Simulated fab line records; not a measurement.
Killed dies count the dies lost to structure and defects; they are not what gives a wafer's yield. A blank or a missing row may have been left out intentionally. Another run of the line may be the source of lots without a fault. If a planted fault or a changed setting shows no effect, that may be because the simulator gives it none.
Chamber matching | flow nand harc | rie diel-06 running NHARC_A_STAIRCASE_TRIM_187: 4 sister chambers
The step chemistry O2, time 211.2 s. 4 wafers are shown with their chamber, then 12 later ones without.

## EACH WAFER AND ITS CHAMBER
wafer  | chamber | showerhead plenum p Torr (Torr)
L084.2 | 0       | 3.46
L091.1 | 1       | 3.70
L091.3 | 3       | 3.68
L091.5 | 2       | 3.47

## WAFERS WHOSE CHAMBER IS MISSING
wafer  | showerhead plenum p Torr (Torr)
L093.1 | 3.68
L093.2 | 3.47
L093.3 | 3.70
L096.1 | 3.70
L096.4 | 3.67
L096.5 | 3.70
L097.1 | 3.70
L097.2 | 3.47
L097.3 | 3.67
L095.2 | 3.70
L095.4 | 3.67
L095.5 | 3.70

## WHICH CHAMBER EACH ONE RAN IN
wafer  | from the rows above | in truth
L093.1 | 3                   | 3
L093.2 | 2                   | 2
L093.3 | 1                   | 1
L096.1 | 1                   | 1
L096.4 | 3                   | 3
L096.5 | 1                   | 1
L097.1 | 1                   | 1
L097.2 | 2                   | 2
L097.3 | 3                   | 3
L095.2 | 1                   | 1
L095.4 | 3                   | 3
L095.5 | 1                   | 1
Correctly placed: 12 of 12. Number that these rows cannot place: 0. 0 placed wrongly.
How it was worked out, from the rows above alone: a wafer's distance from a chamber is the root of the sum, over the readings, of the square of ((its reading less the chamber's mean) divided by the reading's scatter). If the next closest chamber is less than 2 further off than the closest, the wafer can't be placed; otherwise it belongs to the closest. A chamber's mean is the mean of its shown wafers. The scatter: with one shown wafer a chamber, the root of the mean of the squares of how far each hidden wafer lies from its nearest shown one.
